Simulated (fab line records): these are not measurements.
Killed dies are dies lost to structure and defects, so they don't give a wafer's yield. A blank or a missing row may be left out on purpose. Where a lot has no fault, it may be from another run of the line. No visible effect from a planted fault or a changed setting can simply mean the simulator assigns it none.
A struck lot beside a sound one | flow n5Finfet | 16 out of 1938 route steps
Sound: the wafers L375.2, L375.4, L375.6. The struck wafers were L379.1, L379.2, L379.6. At the end, the cause is stated.
Each step with rows lists, per side, the tool, then ch with its chambers, then its first start. Under that, the readings that differ: sound wafers | struck wafers | difference of the means | sigmas: that difference in standard deviations of wafers without a fault.
alike: words and numbers the same on both sides, and readings whose means are apart by under 2 such deviations; not compared: readings that were withheld, readings missing a value for some wafer, numbers with overlapping values and no deviation given by the record, and bounds like >300 which may hide the same value.
Wherever a step has rows on one side only, a row that says differs or no value, or a row with sigmas, the two part there. Numbers that don't overlap but have no deviation are shown without sigmas and don't part them. A reading that every wafer of one side lacks parts them only if that side has two wafers or more.

N5_GATE_CUT_INSPECT_15: inspects for defects (brightfield).
  sound on defectInspect-01 at day 6 11:59; struck on defectInspect-01 at day 7 18:21
  alike: rawDefectCount
N5_GATE_CUT_DESCUM_18: chemistry O2, time 7 s.
  sound on rieDiel-04 ch 0,2,3, day 6 12:01; struck on rieDiel-04 ch 0,1,3, day 7 18:23
  alike: biasPowerW, drypumpMotorCurrentA, oesProductAu, rfVppV, showerheadPlenumPTorr, throttleValvePct
  not compared: rfHoursCounterH
then, 6 steps without rows for these wafers: N5_GATE_CUT_ETCH_28 (etches underlayer in N2/H2, target depth 13 nm, time 10.4 s); N5_GATE_CUT_ETCH_36 (etches SiARC in CF4, target depth 13 nm, time 21.7 s); N5_GATE_CUT_ETCH_37 (etches SOC in N2/H2, target depth 60 nm, overetch 12 nm, time 90 s); N5_GATE_CUT_STRIP_38 (strips in N2/H2); N5_GATE_CUT_STRIP_39 (strips in N2/H2); N5_GATE_CUT_HM_OPEN_40 (chemistry C4F6/O2, target SiO2, target depth 139 nm, time 85.1 s).
N5_GATE_CUT_STRIP_41: strips in CF4.
  sound on rieDiel-04 ch 0,2,3, day 6 12:15; struck on rieDiel-04 ch 0,1,3, day 7 18:37
  alike: biasPowerW, drypumpMotorCurrentA, oesProductAu, powerW, rfVppV, showerheadPlenumPTorr, throttleValvePct
  not compared: rfHoursCounterH
N5_GATE_CUT_STRIP_42: strips in O2.
  sound on rieDiel-04 ch 0,2,3, day 6 12:16; struck on rieDiel-04 ch 0,1,3, day 7 18:38
  alike: drypumpMotorCurrentA, oesProductAu, rfVppV, showerheadPlenumPTorr, throttleValvePct
  not compared: rfHoursCounterH
N5_GATE_CUT_ETCH_19: etches SiNx in CH3F/O2, target depth 53.7 nm, time 76.7 s.
  sound on rieDiel-04 ch 0,2,3, day 6 12:19; struck on rieDiel-04 ch 0,1,3, day 7 18:40
  alike: drypumpMotorCurrentA, etchRfOnTimeS, oesProductAu, rfFwdPowerW, rfVppV, showerheadPlenumPTorr, throttleValvePct
  not compared: rfHoursCounterH
then, 1 step without rows for these wafers: N5_GATE_CUT_CUT_ETCH_53 (etches W in SF6/Cl2, target depth 79.2 nm).
N5_GATE_CUT_CUT_ETCH_54: etches TiN in Cl2/BCl3, target depth 96.7 nm.
  sound on rieMetal-03 ch 0,1, day 6 12:29; struck on rieMetal-03 ch 0,1, day 7 18:50
reading           | sound          | struck         | difference | sigmas
etchRfOnTimeS (s) | 36.8 36.3 36.1 | 30.1 30.6 30.4 | -6.0       | -10
rfFwdPowerW (W)   | 974 978 980    | 1217 1214 1214 | +238       | +61
  alike: drypumpMotorCurrentA, oesProductAu, throttleValvePct
  not compared: rfHoursCounterH
N5_GATE_CUT_CUT_ETCH_55: etches HfO2 in BCl3, target depth 3.2 nm.
  sound on rieMetal-03 ch 0,1, day 6 12:32; struck on rieMetal-03 ch 0,1, day 7 18:54
  alike: drypumpMotorCurrentA, oesProductAu, rfFwdPowerW, throttleValvePct
  not compared: rfHoursCounterH
-- the record jumps here: 4 days lie between the struck wafers' starts before and after (it left off in module GATE_CUT and takes up again in module BEOL_M4, whose first step shown is number 1111 of the route) --
N5_BEOL_M4_RC_MEAS_101:
  sound on prober-01 ch 0, day 9 22:51; struck on prober-02 ch 0, day 11 08:00
  alike: DIBL_N, DIBL_P, IOFF_N, IOFF_P, ION_N, ION_P, SS_N, SS_P, VT_N, VT_P
-- a jump in the record: the struck wafers' starts before and after are 4 days apart (it breaks off in module BEOL_M4 and resumes in module PASSIVATION, where the first step shown is number 1936 of the route) --
N5_PASSIVATION_PROBE_49:
  sound on prober-02 at day 14 09:02; struck on prober-01 at day 15 18:46
  alike: defectLimitedYield, killed_at_M0_to_M3, killed_at_M4_up, killedAtContacts, killedAtFrontEnd, killedAtOther, killedDies, killedOpen, killedShort, sort_bin_5_function, sort_bin_6_memory, sortNPass, sortYieldPct

== WHERE THEY PART ==
Only at N5_GATE_CUT_CUT_ETCH_54, within this record. Later steps at which nothing parts them and some readings are alike: N5_GATE_CUT_CUT_ETCH_55, N5_BEOL_M4_RC_MEAS_101, N5_PASSIVATION_PROBE_49.

WHY: what the simulator had put in
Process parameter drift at N5_GATE_CUT_CUT_ETCH_54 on rieMetal-03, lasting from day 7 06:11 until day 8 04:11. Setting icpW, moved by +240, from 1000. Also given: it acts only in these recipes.
